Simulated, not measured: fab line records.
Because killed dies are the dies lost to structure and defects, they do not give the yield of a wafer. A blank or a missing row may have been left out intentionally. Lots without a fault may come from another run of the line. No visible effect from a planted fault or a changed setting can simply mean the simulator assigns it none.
Problem report in the 8D (eight disciplines) form, filled by code -- flow n5-finfet -- the parts of the form that need people (team, actions taken, sign-off) are left out

1. THE PROBLEM
Mean of run-length-s at N5_MOL_CONTACT_COAG_ALD_27: 2089.6 s across 3 wafers in 2 lots; on wafers with no fault it is 2770.0 s (standard deviation 0.58). That is -99 or more standard deviations from the usual mean.
The step: deposits SiOC, target thk 17 nm, pulse time 1.5 s, time 2720 s.
First seen on wafer L407.3, day 8 15:37, on ald-sin-01. At this step, 29 wafers from 10 lots have a number in the record. Rule for "out" (also "out of limits"): further than 4 standard deviations from the usual mean. The rest of the wafers with a number are treated as sound.

2. WHAT THIS IS AND IS NOT
question,is,is not
which readings at this step,run-length-s,heater-power-w
which lots,"L407, L412","L394, L395, L397, L401, L402, L411, L413, L414"
which wafers of those lots,"L407.3, L407.5, L412.3","L407.6, L412.1"
read on which tools,ald-sin-01,"ald-sin-03, ald-sin-04"
when,from day 8 15:37,"up to then (16 sound wafers); but 10 sound wafers of L411, L412, L413, L414 came after"

3. WHAT RULES OUT EACH SUSPECT
Counting: if a tool at a process step up to the reading ran every lot that is out, it stays a suspect. Sound lots after the first of them don't rule it out here, since some wafers of a struck lot are sound.
- pvd-sputter-01 at N5_MOL_CONTACT_COAG_TI_SIL_19 (material Ti, target thk 4.2 nm, time 15 s): kept. It processed each lot that is out (first: L407, day 8 10:33); up to then, its last sound lot is L401 (day 6 22:50).
- pvd-sputter-02 at N5_MOL_CONTACT_COAG_SPUTTER_143 (material Co, target thk 2.5 nm): kept. It processed each lot that is out (first: L407, day 8 11:44); up to then, its last sound lot is L401 (day 6 23:58).
- ald-sin-01 at N5_MOL_CONTACT_COAG_ALD_27 (deposits SiOC, target thk 17 nm, pulse time 1.5 s, time 2720 s): kept. It processed each lot that is out (first: L407, day 8 15:37); up to then, its last sound lot is L401 (day 7 03:58). Its own run-length-s readings are out on those wafers.
Still standing after the count: pvd-sputter-01 at N5_MOL_CONTACT_COAG_TI_SIL_19, pvd-sputter-02 at N5_MOL_CONTACT_COAG_SPUTTER_143, ald-sin-01 at N5_MOL_CONTACT_COAG_ALD_27.

4. THE CAUSE (what the simulator had put in)
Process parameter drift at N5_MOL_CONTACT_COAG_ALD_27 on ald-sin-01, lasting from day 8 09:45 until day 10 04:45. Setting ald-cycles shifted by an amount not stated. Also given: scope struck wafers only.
After counting, 3 suspects remain, this tool included.

5. THE CHAIN OF EFFECTS, in route order
Rows list readings where the struck wafers' mean (over those with a number) sits beyond 3 standard deviations from the usual. Only readings for which the record gives a usual standard deviation are gone through. hours: the time from each lot's start at the first step in this table that gives one to its start at this step, as a median over the lots. sigmas: the change in usual standard deviations.
hours,step,reading,usual,on struck wafers,change,sigmas
0,N5_MOL_CONTACT_COAG_ALD_27,run-length-s,2770.0 s,2089.6,-680.4,-99 or more
The process steps in it:
- N5_MOL_CONTACT_COAG_ALD_27: deposits SiOC, target thk 17 nm, pulse time 1.5 s, time 2720 s.
Later steps that measure or inspect, where all struck wafers having a row at the step show a number for every such reading and not one has moved that far: N5_BEOL_M4_RC_MEAS_101.

6. WHAT WOULD HAVE CAUGHT IT SOONER
In this record no reading fell out of limits until day 8 15:37, 6 hours after the fault had begun at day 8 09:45.
